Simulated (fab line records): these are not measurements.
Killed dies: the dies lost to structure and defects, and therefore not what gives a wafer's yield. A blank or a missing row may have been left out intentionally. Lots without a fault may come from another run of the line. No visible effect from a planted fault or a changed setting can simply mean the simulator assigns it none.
Comparing a struck lot with a sound one / flow n5-finfet / 19 steps out of a route of 1938
Sound: the wafers L880.3, L880.4, L880.6. The struck wafers were L873.2, L873.5, L873.6. The cause is given at the end.
Order at every step that has rows: each side's tool, ch and its chambers, its first start. Under that, the readings that differ: sound wafers / struck wafers / difference of the means / sigmas: that difference in standard deviations of wafers without a fault.
alike: readings whose means differ by less than 2 such deviations, and words and numbers that are the same on both sides. not compared: withheld readings, readings that some wafer has no value for, bounds like >300 that may hide the same value, and numbers for which the record gives no deviation and whose values overlap.
A row with sigmas, a row that says differs or no value, or rows on one side alone: a step with any of these is where the two part. Numbers that don't overlap but have no deviation are shown without sigmas and don't part them. A reading that every wafer of one side lacks parts them only if that side has two wafers or more.

N5_BEOL_M8_ETCH_62: etches SOC in N2/H2, target depth 110 nm, overetch 22 nm, time 165 s.
  sound on rie-diel-02 ch 0,1,3, day 13 03:10; struck on rie-diel-04 ch 0,3, day 11 05:55
  alike: drypump-motor-current-A, n2-flow-sccm, oes-product-au, rf-vpp-V, showerhead-plenum-p-Torr, temp-c, throttle-valve-pct
  not compared: rf-hours-counter-h
then, 1 step without rows for these wafers: N5_BEOL_M8_STRIP_68 (strips in N2/H2).
N5_BEOL_M8_STRIP_67: strips in CF4.
  sound on rie-diel-02 ch 0,1,3, day 13 03:18; struck on rie-diel-04 ch 0,3, day 11 06:03
  alike: drypump-motor-current-A, oes-product-au, rf-vpp-V, showerhead-plenum-p-Torr, throttle-valve-pct
  not compared: rf-hours-counter-h
N5_BEOL_M8_HM_OPEN_17: chemistry Cl2/BCl3, target TiN, target depth 20 nm, overetch 6 nm.
  sound on rie-metal-02 ch 0,1, day 13 03:22; struck on rie-metal-02 ch 0,1, day 11 06:05
  alike: drypump-motor-current-A, mfc-ar-sccm, oes-product-au, throttle-valve-pct
  not compared: rf-hours-counter-h
N5_BEOL_M8_STRIP_19: strips in O2.
  sound on rie-diel-04 ch 0,1,3, day 13 03:31; struck on rie-diel-01 ch 0,1,2, day 11 06:12
  alike: drypump-motor-current-A, oes-product-au, rf-vpp-V, showerhead-plenum-p-Torr, temp-c, throttle-valve-pct
  not compared: rf-hours-counter-h
N5_BEOL_M8_CD_MEAS_18: pitch 80 nm, target cd 40 nm.
  sound: cd-sem-02 at day 13 03:35; struck: cd-sem-02 at day 11 06:16
  alike: cd-nm
then, 6 steps without rows for these wafers: N5_BEOL_M8_COAT_63 (time 60 s, resist thk 60 nm); N5_BEOL_M8_COAT_64 (time 60 s, resist thk 12 nm); N5_BEOL_M8_COAT_71 (time 60 s, resist thk 5 nm); N5_BEOL_M8_COAT_22 (resist thk 30 nm); N5_BEOL_M8_EBR_24; N5_BEOL_M8_SOFTBAKE_23 (time 60 s).
N5_BEOL_M8_EXPOSE_25: exposes mask V7, target cd 40 nm.
  sound on euv-scanner-01 ch 0, day 13 05:42; struck on euv-scanner-02 ch 0, day 11 09:32
reading=model.BEOL_M8.overlay-x-nm (nm); sound=0 0 0; struck=8.6 8.6 8.6; difference=+8.6; sigmas=
  alike: mask, exposure-dose-mJ-cm2, stage-msd-nm
then, 2 steps without rows for these wafers: N5_BEOL_M8_PEB_26 (peb time 60 s); N5_BEOL_M8_DEVELOP_27 (develop time 30 s).
N5_BEOL_M8_CD_MEAS_28: target cd 40 nm.
  sound on cd-sem-03 ch 0, day 13 05:49; struck on cd-sem-03 ch 0, day 11 09:40
  alike: cd-nm
N5_BEOL_M8_OVL_MEAS_29:
  sound on overlay-02 ch 0, day 13 05:52; struck on overlay-01 ch 0, day 11 09:42
reading=V7_OVL (nm); sound=0.3 0.0 0.5; struck=9.1 7.8 8.5; difference=+8.2; sigmas=+12
N5_BEOL_M8_INSPECT_30: inspects for defects (brightfield).
  sound: defect-inspect-01 at day 13 05:55; struck: defect-inspect-02 at day 11 09:45
  alike: raw-defect-count
-- the record jumps here: 5 days lie between the struck wafers' starts before and after (it left off in module BEOL_M8 and takes up again in module PASSIVATION, whose first step shown is number 1936 of the route) --
N5_PASSIVATION_PROBE_49:
  sound: prober-01 at day 16 06:40; struck: prober-02 at day 16 01:56
reading=killed-at-front-end; sound=26 36; struck=44 57 66; difference=+25; sigmas=+2
  alike: defect-limited-yield, killed_at_M0_to_M3, killed_at_M4_up, killed-at-contacts, killed-at-other, killed-dies, killed-open, killed-short, sort_bin_5_function, sort_bin_6_memory, sort-n-pass, sort-yield-pct

## WHERE THEY PART
Earliest at N5_BEOL_M8_OVL_MEAS_29; latest, in this record, at N5_PASSIVATION_PROBE_49.

WHY: what had been put in by the simulator
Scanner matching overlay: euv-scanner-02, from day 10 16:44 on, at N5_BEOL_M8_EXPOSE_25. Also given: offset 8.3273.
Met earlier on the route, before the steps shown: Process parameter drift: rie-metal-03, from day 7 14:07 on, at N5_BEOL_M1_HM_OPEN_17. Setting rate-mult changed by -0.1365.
